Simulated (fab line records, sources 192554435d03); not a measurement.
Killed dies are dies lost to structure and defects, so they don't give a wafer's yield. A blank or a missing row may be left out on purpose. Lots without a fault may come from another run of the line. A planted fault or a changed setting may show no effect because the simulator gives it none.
Split-lot experiment | flow n5_finfet | 7 lots, 21 wafers read, on a route of 1938 steps

THE SPLIT
At N5_DUMMY_GATE_COAT_28 (time 60 s, resist thk 10 nm), the setting spin_rpm was moved away from the recipe's 1500 rpm on 7 of the 21 wafers read, by -11.1% to +9.6%. The other wafers ran this setting at the recipe's value.

The reading is taken at the split's own step.

THE READING
underlayer_of_DUMMY_GATE_COAT_28.thk_nm (the simulator's own value, which no gauge read), in nm, at N5_DUMMY_GATE_COAT_28 (time 60 s, resist thk 10 nm). The file gives no usual value for it.

wafer  | tool, chamber at the split | spin_rpm as run, rpm | against the recipe | underlayer_of_DUMMY_GATE_COAT_28.thk_nm, nm | against lot-mates on the recipe
L075.2 | litho_track-02, 0          | 1334                 | -11.1%             | 10.8                                        | no lot-mate on the recipe
L075.6 | litho_track-02, 0          | 1334                 | -11.1%             | 10.8                                        | no lot-mate on the recipe
L075.3 | litho_track-02, 0          | 1334                 | -11.1%             | 10.6                                        | no lot-mate on the recipe
L076.3 | litho_track-03, 0          | 1500                 | recipe             | 10                                          | -
L076.4 | litho_track-03, 0          | 1500                 | recipe             | 10                                          | -
L076.5 | litho_track-03, 0          | 1500                 | recipe             | 10                                          | -
L080.2 | litho_track-02, 0          | 1500                 | recipe             | 10                                          | -
L080.5 | litho_track-02, 0          | 1500                 | recipe             | 10                                          | -
L080.6 | litho_track-02, 0          | 1500                 | recipe             | 10                                          | -
L081.2 | litho_track-03, 0          | 1441                 | -3.9%              | 10.2                                        | +0.2
L081.6 | litho_track-03, 0          | 1441                 | -3.9%              | 10.2                                        | +0.2
L081.5 | litho_track-03, 0          | 1500                 | recipe             | 10                                          | -
L084.3 | litho_track-02, 0          | 1500                 | recipe             | 10                                          | -
L084.5 | litho_track-02, 0          | 1500                 | recipe             | 10                                          | -
L084.6 | litho_track-02, 0          | 1500                 | recipe             | 10                                          | -
L085.2 | litho_track-02, 0          | 1500                 | recipe             | 10                                          | -
L085.5 | litho_track-02, 0          | 1500                 | recipe             | 10                                          | -
L085.3 | litho_track-02, 0          | 1388                 | -7.5%              | 10.4                                        | +0.4
L093.1 | litho_track-01, 0          | 1644                 | +9.6%              | 9.6                                         | -0.4
L093.3 | litho_track-01, 0          | 1500                 | recipe             | 10                                          | -
L093.5 | litho_track-01, 0          | 1500                 | recipe             | 10                                          | -

THE FIT
A straight line over all 21 wafers: underlayer_of_DUMMY_GATE_COAT_28.thk_nm changes by -0.0589 nm for each +1% of spin_rpm; r = -0.98; the points scatter about the line by 0.062 nm.
The same after taking each lot's own level away (the mean of its wafers on the recipe; 18 wafers): -0.0467 nm for each +1%; r = -0.99; scatter 0.017 nm.
On that fit, the largest move of spin_rpm shifts the reading by 0.52 nm.
The lots' own levels span 10.00 to 10.00 nm.
So the lot-to-lot level changes the slope: the two fits differ.
Check: with one of the wafers moved furthest among these (+9.6%) left out of the fit, the line predicts -0.506 nm for it against its lot-mates. It came out at -0.4 nm against them.

OTHER SPLITS ON THESE WAFERS
These wafers also went through other splits before the reading. Each is held against what the fit with the lots' levels taken away leaves over:
other split on the same wafers        | wafers away from the commonest value | r with underlayer_of_DUMMY_GATE_COAT_28.thk_nm (lot level and that fit taken away)
N5_ZERO_LAYER_COAT_05 spin_rpm        | 9                                    | +0.08
N5_ZERO_LAYER_EXPOSE_08 dose_mj       | 5                                    | +0.44
N5_WELL_APT_EXPOSE_05 dose_mj         | 5                                    | +0.00
N5_WELL_APT_DESCUM_13 time_s          | 7                                    | -0.18
N5_FIN_SAQP_SPACER1_ALD_24 ald_cycles | 8                                    | -0.08
N5_FIN_CUT_COAT_02 spin_rpm           | 10                                   | +0.13

THE FILE'S OWN FIT
underlayer_of_DUMMY_GATE_COAT_28.thk_nm changes by -0.0466 nm for each +1% of spin_rpm, r = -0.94.
